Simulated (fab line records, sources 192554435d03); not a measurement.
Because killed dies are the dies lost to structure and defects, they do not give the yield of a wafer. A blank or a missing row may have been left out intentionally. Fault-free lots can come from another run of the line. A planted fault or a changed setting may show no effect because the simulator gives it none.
Split-lot study || flow n5_finfet || 39 wafers read from 7 lots, route of 1938 steps

== ON THE SPLIT ==
At N5_DUMMY_GATE_EXPOSE_12 (exposes mask GATE, target cd 25 nm), the setting dose_mj was moved away from the recipe's 34 on 15 of the 39 wafers read, by -5.9% to +7.9%. The other wafers ran this setting at the recipe's value.

== FROM THE SPLIT TO THE READING: what the file shows between them, 10 steps ==
- N5_DUMMY_GATE_PEB_13: peb time 60 s
- N5_DUMMY_GATE_DEVELOP_14: develop time 30 s
- N5_DUMMY_GATE_CD_MEAS_15: target cd 25.8 nm
- N5_DUMMY_GATE_ETCH_37: etches SOC in N2/H2, target depth 60 nm, overetch 30 nm (also split here: source_w)
- N5_DUMMY_GATE_STRIP_38: strips in N2/H2
- N5_DUMMY_GATE_STRIP_39: strips in N2/H2
- N5_DUMMY_GATE_TRIM_49: chemistry O2, time 29 s, target cd 14 nm
- N5_DUMMY_GATE_STRIP_40: strips in CF4
- N5_DUMMY_GATE_CD_MEAS_50: target cd 14 nm
- N5_DUMMY_GATE_ETCH_44: etches poly-Si in HBr/O2, stops on SiO2, target depth 127.5 nm (also split here: target_depth_a)

== THE READING ==
cd_nm, in nm, at N5_DUMMY_GATE_CD_MEAS_24 (target cd 15 nm). Typical for fault-free wafers on this fab line: 15.1 nm, with standard deviation 0.35 nm.

{"wafer": "L076.1", "tool, chamber at the split": "euv_scanner-02, 0", "dose_mj as run": 34.94, "against the recipe": "+2.8%", "cd_nm, nm": 14.9, "against lot-mates on the recipe": -0.2}
{"wafer": "L076.2", "tool, chamber at the split": "euv_scanner-02, 0", "dose_mj as run": 34, "against the recipe": "recipe", "cd_nm, nm": 15.4, "against lot-mates on the recipe": "-"}
{"wafer": "L076.3", "tool, chamber at the split": "euv_scanner-02, 0", "dose_mj as run": 34, "against the recipe": "recipe", "cd_nm, nm": 15.1, "against lot-mates on the recipe": "-"}
{"wafer": "L076.4", "tool, chamber at the split": "euv_scanner-02, 0", "dose_mj as run": 34.94, "against the recipe": "+2.8%", "cd_nm, nm": 15.2, "against lot-mates on the recipe": "+0.1"}
{"wafer": "L076.5", "tool, chamber at the split": "euv_scanner-02, 0", "dose_mj as run": 34, "against the recipe": "recipe", "cd_nm, nm": 14.9, "against lot-mates on the recipe": "-"}
{"wafer": "L076.6", "tool, chamber at the split": "euv_scanner-02, 0", "dose_mj as run": 34.94, "against the recipe": "+2.8%", "cd_nm, nm": 14.5, "against lot-mates on the recipe": -0.6}
{"wafer": "L077.1", "tool, chamber at the split": "euv_scanner-01, 0", "dose_mj as run": 31.98, "against the recipe": "-5.9%", "cd_nm, nm": 17.4, "against lot-mates on the recipe": "+2.7"}
{"wafer": "L077.2", "tool, chamber at the split": "euv_scanner-01, 0", "dose_mj as run": 34, "against the recipe": "recipe", "cd_nm, nm": 14.9, "against lot-mates on the recipe": "-"}
{"wafer": "L077.3", "tool, chamber at the split": "euv_scanner-01, 0", "dose_mj as run": 31.98, "against the recipe": "-5.9%", "cd_nm, nm": 16.5, "against lot-mates on the recipe": "+1.8"}
{"wafer": "L077.4", "tool, chamber at the split": "euv_scanner-01, 0", "dose_mj as run": 34, "against the recipe": "recipe", "cd_nm, nm": 14.7, "against lot-mates on the recipe": "-"}
{"wafer": "L077.5", "tool, chamber at the split": "euv_scanner-01, 0", "dose_mj as run": 31.98, "against the recipe": "-5.9%", "cd_nm, nm": 16.5, "against lot-mates on the recipe": "+1.8"}
{"wafer": "L077.6", "tool, chamber at the split": "euv_scanner-01, 0", "dose_mj as run": 34, "against the recipe": "recipe", "cd_nm, nm": 14.4, "against lot-mates on the recipe": "-"}
{"wafer": "L081.1", "tool, chamber at the split": "euv_scanner-02, 0", "dose_mj as run": 34, "against the recipe": "recipe", "cd_nm, nm": 15.2, "against lot-mates on the recipe": "-"}
{"wafer": "L081.2", "tool, chamber at the split": "euv_scanner-02, 0", "dose_mj as run": 36.25, "against the recipe": "+6.6%", "cd_nm, nm": 14.1, "against lot-mates on the recipe": -1.0}
{"wafer": "L081.3", "tool, chamber at the split": "euv_scanner-02, 0", "dose_mj as run": 36.25, "against the recipe": "+6.6%", "cd_nm, nm": 13.6, "against lot-mates on the recipe": -1.5}
{"wafer": "L081.4", "tool, chamber at the split": "euv_scanner-02, 0", "dose_mj as run": 36.25, "against the recipe": "+6.6%", "cd_nm, nm": 13.6, "against lot-mates on the recipe": -1.5}
{"wafer": "L081.5", "tool, chamber at the split": "euv_scanner-02, 0", "dose_mj as run": 34, "against the recipe": "recipe", "cd_nm, nm": 15.1, "against lot-mates on the recipe": "-"}
{"wafer": "L081.6", "tool, chamber at the split": "euv_scanner-02, 0", "dose_mj as run": 34, "against the recipe": "recipe", "cd_nm, nm": 14.9, "against lot-mates on the recipe": "-"}
{"wafer": "L083.1", "tool, chamber at the split": "euv_scanner-01, 0", "dose_mj as run": 34, "against the recipe": "recipe", "cd_nm, nm": 15.4, "against lot-mates on the recipe": "-"}
{"wafer": "L083.2", "tool, chamber at the split": "euv_scanner-01, 0", "dose_mj as run": 34, "against the recipe": "recipe", "cd_nm, nm": 15.2, "against lot-mates on the recipe": "-"}
{"wafer": "L083.3", "tool, chamber at the split": "euv_scanner-01, 0", "dose_mj as run": 36.7, "against the recipe": "+7.9%", "cd_nm, nm": 13.4, "against lot-mates on the recipe": -1.9}
{"wafer": "L083.4", "tool, chamber at the split": "euv_scanner-01, 0", "dose_mj as run": 36.7, "against the recipe": "+7.9%", "cd_nm, nm": 13.6, "against lot-mates on the recipe": -1.7}
{"wafer": "L083.5", "tool, chamber at the split": "euv_scanner-01, 0", "dose_mj as run": 36.7, "against the recipe": "+7.9%", "cd_nm, nm": 13.9, "against lot-mates on the recipe": -1.4}
{"wafer": "L083.6", "tool, chamber at the split": "euv_scanner-01, 0", "dose_mj as run": 34, "against the recipe": "recipe", "cd_nm, nm": 15.2, "against lot-mates on the recipe": "-"}
{"wafer": "L085.1", "tool, chamber at the split": "euv_scanner-02, 0", "dose_mj as run": 34, "against the recipe": "recipe", "cd_nm, nm": 15.1, "against lot-mates on the recipe": "-"}
{"wafer": "L085.2", "tool, chamber at the split": "euv_scanner-02, 0", "dose_mj as run": 34, "against the recipe": "recipe", "cd_nm, nm": 15.2, "against lot-mates on the recipe": "-"}
{"wafer": "L085.3", "tool, chamber at the split": "euv_scanner-02, 0", "dose_mj as run": 34.76, "against the recipe": "+2.2%", "cd_nm, nm": 14.9, "against lot-mates on the recipe": -0.1}
{"wafer": "L085.4", "tool, chamber at the split": "euv_scanner-02, 0", "dose_mj as run": 34, "against the recipe": "recipe", "cd_nm, nm": 14.8, "against lot-mates on the recipe": "-"}
{"wafer": "L085.5", "tool, chamber at the split": "euv_scanner-02, 0", "dose_mj as run": 34.76, "against the recipe": "+2.2%", "cd_nm, nm": 14.8, "against lot-mates on the recipe": -0.2}
{"wafer": "L085.6", "tool, chamber at the split": "euv_scanner-02, 0", "dose_mj as run": 34.76, "against the recipe": "+2.2%", "cd_nm, nm": 14.4, "against lot-mates on the recipe": -0.6}
{"wafer": "L090.1", "tool, chamber at the split": "euv_scanner-01, 0", "dose_mj as run": 34, "against the recipe": "recipe", "cd_nm, nm": 14.7, "against lot-mates on the recipe": "-"}
{"wafer": "L090.2", "tool, chamber at the split": "euv_scanner-01, 0", "dose_mj as run": 34, "against the recipe": "recipe", "cd_nm, nm": 15.3, "against lot-mates on the recipe": "-"}
{"wafer": "L090.3", "tool, chamber at the split": "euv_scanner-01, 0", "dose_mj as run": 34, "against the recipe": "recipe", "cd_nm, nm": 15.2, "against lot-mates on the recipe": "-"}
{"wafer": "L090.4", "tool, chamber at the split": "euv_scanner-01, 0", "dose_mj as run": 34, "against the recipe": "recipe", "cd_nm, nm": 14.9, "against lot-mates on the recipe": "-"}
{"wafer": "L090.5", "tool, chamber at the split": "euv_scanner-01, 0", "dose_mj as run": 34, "against the recipe": "recipe", "cd_nm, nm": 15.1, "against lot-mates on the recipe": "-"}
{"wafer": "L090.6", "tool, chamber at the split": "euv_scanner-01, 0", "dose_mj as run": 34, "against the recipe": "recipe", "cd_nm, nm": 14.8, "against lot-mates on the recipe": "-"}
{"wafer": "L091.1", "tool, chamber at the split": "euv_scanner-01, 0", "dose_mj as run": 34, "against the recipe": "recipe", "cd_nm, nm": 14.9, "against lot-mates on the recipe": "-"}
{"wafer": "L091.2", "tool, chamber at the split": "euv_scanner-01, 0", "dose_mj as run": 34, "against the recipe": "recipe", "cd_nm, nm": 15.0, "against lot-mates on the recipe": "-"}
{"wafer": "L091.6", "tool, chamber at the split": "euv_scanner-01, 0", "dose_mj as run": 34, "against the recipe": "recipe", "cd_nm, nm": 14.4, "against lot-mates on the recipe": "-"}

FIT RESULTS
A straight line over all 39 wafers: cd_nm changes by -0.209 nm for each +1% of dose_mj; r = -0.90; the points scatter about the line by 0.34 nm.
The same after taking each lot's own level away (the mean of its wafers on the recipe; 39 wafers): -0.244 nm for each +1%; r = -0.93; scatter 0.32 nm.
Per that fit: largest dose_mj move, reading shift of 1.9 nm.
The span of the lots' own levels, 14.67 to 15.27 nm, comes to 1.7 times the standard deviation stated above.
Hence the slope depends on the lot-to-lot level, as the two fits are not the same.
Check: -1.78 nm against its lot-mates is what the line predicts for one of the wafers moved furthest among these (+7.9%) when that wafer is left out of the fit. It came out at -1.87 nm against them.

== ADDITIONAL SPLITS CARRIED BY THESE WAFERS ==
Note: prior to the reading, these wafers also went through further splits. Each is held against what the fit with the lots' levels taken away leaves over:
{"other split on the same wafers": "N5_FIN_SAQP_HM_DEP_03 target_thk_a", "wafers away from the commonest value": 12, "r with cd_nm (lot level and that fit taken away)": "+0.04"}
{"other split on the same wafers": "N5_DUMMY_GATE_ETCH_37 source_w", "wafers away from the commonest value": 18, "r with cd_nm (lot level and that fit taken away)": -0.03}
{"other split on the same wafers": "N5_DUMMY_GATE_ETCH_44 target_depth_a", "wafers away from the commonest value": 12, "r with cd_nm (lot level and that fit taken away)": -0.06}

== THE WHOLE CHAIN: every reading that the file lists as answering this split, in the file's order ==
{"step": "N5_DUMMY_GATE_CD_MEAS_15", "what it does": "target cd 25.8 nm", "reading": "cd_nm", "change (the file's fit)": "-0.198 nm for each +1% of the setting", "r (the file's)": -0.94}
{"step": "N5_DUMMY_GATE_TRIM_49", "what it does": "chemistry O2, time 29 s, target cd 14 nm", "reading": "DUMMY_GATE.cd_nm (the simulator's own value, which no gauge read)", "change (the file's fit)": "-0.213 nm for each +1% of the setting", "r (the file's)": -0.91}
{"step": "N5_DUMMY_GATE_CD_MEAS_50", "what it does": "target cd 14 nm", "reading": "cd_nm", "change (the file's fit)": "-0.179 nm for each +1% of the setting", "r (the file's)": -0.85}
{"step": "N5_DUMMY_GATE_ETCH_44", "what it does": "etches poly-Si in HBr/O2, stops on SiO2, target depth 127.5 nm", "reading": "DUMMY_GATE.cd_nm (the simulator's own value, which no gauge read)", "change (the file's fit)": "-0.204 nm for each +1% of the setting", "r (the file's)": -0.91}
{"step": "N5_DUMMY_GATE_CD_MEAS_24", "what it does": "target cd 15 nm", "reading": "cd_nm", "change (the file's fit)": "-0.232 nm for each +1% of the setting", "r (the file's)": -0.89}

== THE FILE'S OWN FIT ==
cd_nm changes by -0.232 nm for each +1% of dose_mj, r = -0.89.
